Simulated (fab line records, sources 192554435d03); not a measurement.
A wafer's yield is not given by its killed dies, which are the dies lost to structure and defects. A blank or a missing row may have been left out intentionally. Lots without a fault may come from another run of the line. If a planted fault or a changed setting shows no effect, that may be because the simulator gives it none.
Matching of chambers -- flow n5Finfet -- N5_HKMG_FIN_ALD_71 on aldMetal-02 has 4 sister chambers
The step deposits TiN, target thk 1 nm, pulse time 1 s, purge time 3 s. 8 wafers are shown with their chamber, then 10 later ones without.

## WAFERS PAIRED WITH THEIR CHAMBERS
wafer,chamber,heaterPowerW (W),precursorPulseHeightRel
L086.4,1,724,0.998
L089.2,2,867,1.014
L089.3,0,745,1.001
L089.4,1,721,1.022
L089.5,0,750,0.965
L089.6,3,911,0.986
L090.1,2,851,1.026
L090.2,3,915,0.993

## WAFERS WITHOUT THEIR CHAMBER
wafer,heaterPowerW (W),precursorPulseHeightRel
L090.5,724,0.987
L091.2,727,0.995
L091.3,849,1.037
L091.4,712,0.958
L094.1,937,1.012
L094.4,731,0.986
L094.6,721,1.015
L097.2,764,0.972
L097.5,926,0.983
L097.6,751,1.017

## THE CHAMBER EACH PASSED THROUGH
wafer,from the rows above,in truth
L090.5,1,1
L091.2,1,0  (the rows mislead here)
L091.3,2,2
L091.4,1,1
L094.1,3,3
L094.4,can't be placed: 1 or 0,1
L094.6,1,1
L097.2,0,0
L097.5,3,3
L097.6,0,0
8 of 10 placed correctly. Can't be placed from these rows: 1 (the true chamber is among the candidates in 1). Number placed wrongly: 1.
How it was worked out, from the rows above alone: a wafer's distance from a chamber is the root of the sum, over the readings, of the square of ((its reading less the chamber's mean) divided by the reading's scatter). If the next closest chamber is less than 2 further off than the closest, the wafer can't be placed; otherwise it belongs to the closest. For every chamber, the mean is computed from those of its wafers that are shown. The scatter: the root of (the sum of the squares of (reading less its chamber's mean) over the shown wafers, divided by (wafers less chambers)).
